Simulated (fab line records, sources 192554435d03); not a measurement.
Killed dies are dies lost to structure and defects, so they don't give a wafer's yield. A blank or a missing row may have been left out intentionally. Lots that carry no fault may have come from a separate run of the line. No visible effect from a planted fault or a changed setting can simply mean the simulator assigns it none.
Chamber matching | flow n5Finfet | N5_SD_EPI_N_ETCH_16 on rieDiel-04: 4 sister chambers
The step etches SiO2 in CHF3/O2, target depth 5 nm. 14 wafers are shown with their chamber, then 6 later ones without.

## WAFERS PAIRED WITH THEIR CHAMBERS
wafer  | chamber | drypumpMotorCurrentA (A) | showerheadPlenumPTorr (Torr) | rfVppV (V)
L853.1 | 2       | 5.6                      | 2.36                         | 542
L853.3 | 0       | 6.7                      | 2.51                         | 547
L853.5 | 3       | 6.2                      | 2.37                         | 539
L855.1 | 2       | 5.7                      | 2.36                         | 543
L855.3 | 0       | 6.7                      | 2.51                         | 548
L855.6 | 2       | 5.7                      | 2.35                         | 542
L857.1 | 3       | 6.2                      | 2.36                         | 538
L857.3 | 0       | 6.7                      | 2.51                         | 548
L857.6 | 1       | 5.9                      | 2.50                         | 512
L860.1 | 2       | 5.7                      | 2.35                         | 541
L860.2 | 0       | 6.7                      | 2.51                         | 547
L860.3 | 3       | 6.2                      | 2.36                         | 537
L862.2 | 1       | 5.9                      | 2.50                         | 514
L862.3 | 3       | 6.2                      | 2.36                         | 539

SIGNATURES (averages over the wafers above)
reading               | chamber 0 | chamber 1 | chamber 2 | chamber 3 | scatter within a chamber
drypumpMotorCurrentA  | 6.700     | 5.900     | 5.675     | 6.200     | 0.0274
showerheadPlenumPTorr | 2.5100    | 2.5000    | 2.3550    | 2.3625    | 0.00418
rfVppV                | 547.50    | 513.00    | 542.00    | 538.25    | 0.88
Rule: for a wafer and a chamber, the distance is found by dividing, reading by reading, the gap between the wafer's reading and the chamber's mean by the reading's scatter, squaring, summing and taking the root. If the next closest chamber is less than 2 further off than the closest, the wafer can't be placed; otherwise it belongs to the closest. The scatter is the square root of a quotient: the sum, over the shown wafers, of each reading's squared deviation from its chamber's mean, divided by wafers minus chambers.

## WAFERS MISSING THEIR CHAMBER
wafer  | drypumpMotorCurrentA (A) | showerheadPlenumPTorr (Torr) | rfVppV (V)
L862.5 | 5.7                      | 2.35                         | 541
L873.1 | 5.9                      | 2.49                         | 513
L873.3 | 6.2                      | 2.35                         | 538
L873.4 | 6.7                      | 2.50                         | 549
L875.5 | 5.7                      | 2.34                         | 541
L875.6 | 6.2                      | 2.35                         | 538

## CHAMBER TAKEN BY EACH
wafer  | from the rows above | in truth
L862.5 | 2                   | 2
L873.1 | 1                   | 1
L873.3 | 3                   | 3
L873.4 | 0                   | 0
L875.5 | 2                   | 2
L875.6 | 3                   | 3
Placed correctly: 6 of 6. From these rows, 0 cannot be placed. Placed wrongly: 0.
